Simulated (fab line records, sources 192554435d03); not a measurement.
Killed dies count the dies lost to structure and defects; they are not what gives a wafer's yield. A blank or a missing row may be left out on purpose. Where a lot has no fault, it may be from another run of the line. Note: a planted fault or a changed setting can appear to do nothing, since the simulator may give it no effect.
Split-lot study | flow n5 finfet | 21 wafers read across 7 lots, on a route 1938 steps long

SPLIT DETAILS
At N5_BEOL_M7_VIA_ETCH_34 (etches SiCOH lowk in C4F6/O2, target depth 125.5 nm, time 50.5 s), the setting bias w was moved away from the recipe's 185 W on 5 of the 21 wafers read, by -8.1% to +9.7%. The other wafers ran this setting at the recipe's value.

The split's own step is where the reading is taken.

THE READING
rf vpp V, in V, at N5_BEOL_M7_VIA_ETCH_34 (etches SiCOH lowk in C4F6/O2, target depth 125.5 nm, time 50.5 s). A value of 666 V with a standard deviation of 9.6 V is what fault-free wafers of this fab line usually give.

wafer  | tool, chamber at the split | bias w as run, W | against the recipe | rf vpp V, V | against lot-mates on the recipe
L074.1 | rie diel-06, 3             | 197.1            | +6.5%              | 699         | +44
L074.2 | rie diel-06, 1             | 197.1            | +6.5%              | 691         | +36
L074.3 | rie diel-06, 0             | 185              | recipe             | 655         | -
L083.2 | rie diel-06, 1             | 185              | recipe             | 658         | -
L083.3 | rie diel-06, 0             | 185              | recipe             | 654         | -
L083.6 | rie diel-06, 2             | 185              | recipe             | 654         | -
L090.3 | rie diel-06, 1             | 185              | recipe             | 656         | -
L090.4 | rie diel-06, 2             | 202.9            | +9.7%              | 703         | +47
L090.5 | rie diel-06, 0             | 202.9            | +9.7%              | 703         | +47
L092.1 | rie diel-05, 3             | 185              | recipe             | 683         | -
L092.2 | rie diel-05, 2             | 185              | recipe             | 690         | -
L092.3 | rie diel-05, 1             | 185              | recipe             | 659         | -
L089.1 | rie diel-06, 0             | 185              | recipe             | 655         | -
L089.2 | rie diel-06, 1             | 185              | recipe             | 656         | -
L089.3 | rie diel-06, 2             | 185              | recipe             | 654         | -
L093.3 | rie diel-01, 2             | 185              | recipe             | 670         | -
L093.4 | rie diel-01, 2             | 185              | recipe             | 671         | -
L093.5 | rie diel-01, 0             | 185              | recipe             | 664         | -
L095.4 | rie diel-01, 0             | 185              | recipe             | 665         | -
L095.5 | rie diel-01, 2             | 170              | -8.1%              | 627         | -36
L095.6 | rie diel-01, 3             | 185              | recipe             | 661         | -

THE FIT
A straight line over all 21 wafers: rf vpp V changes by +4.39 V for each +1% of bias w; r = +0.88; the points scatter about the line by 9.8 V.
The same after taking each lot's own level away (the mean of its wafers on the recipe; 21 wafers): +5.04 V for each +1%; r = +0.96; scatter 6.2 V.
That fit puts the effect of the largest move of bias w on the reading at 49 V.
From 655.0 to 677.3 V: that is the span of the lots' own levels, equal to 2.3 times the standard deviation above.
Hence the slope depends on the lot-to-lot level, as the two fits are not the same.
Check: for one of the wafers moved furthest among these (+9.7%), held out of the fit, the line's prediction against its lot-mates is +50.5 V. It came out at +47 V against them.
Tool readings at the split's step, against how far the setting was moved: rf vpp V r = +0.88.

OTHER SPLITS APPLIED TO THESE WAFERS
These wafers also went through other splits before the reading. Each is held against what the fit with the lots' levels taken away leaves over:
other split on the same wafers | wafers away from the commonest value | r with rf vpp V (lot level and that fit taken away)
N5_BEOL_M4_COAT_05 spin rpm    | 3                                    | +0.04
N5_BEOL_M4_ETCH_64 bias w      | 10                                   | +0.10
N5_BEOL_M5_VIA_ETCH_34 bias w  | 6                                    | -0.34
N5_BEOL_M5_ETCH_41 source w    | 9                                    | -0.09
N5_BEOL_M6_PECVD_70 time s     | 2                                    | -0.03
N5_BEOL_M7_EXPOSE_25 dose mj   | 9                                    | +0.03

FILE'S OWN FIT
rf vpp V changes by +4.97 V for each +1% of bias w, r = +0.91.
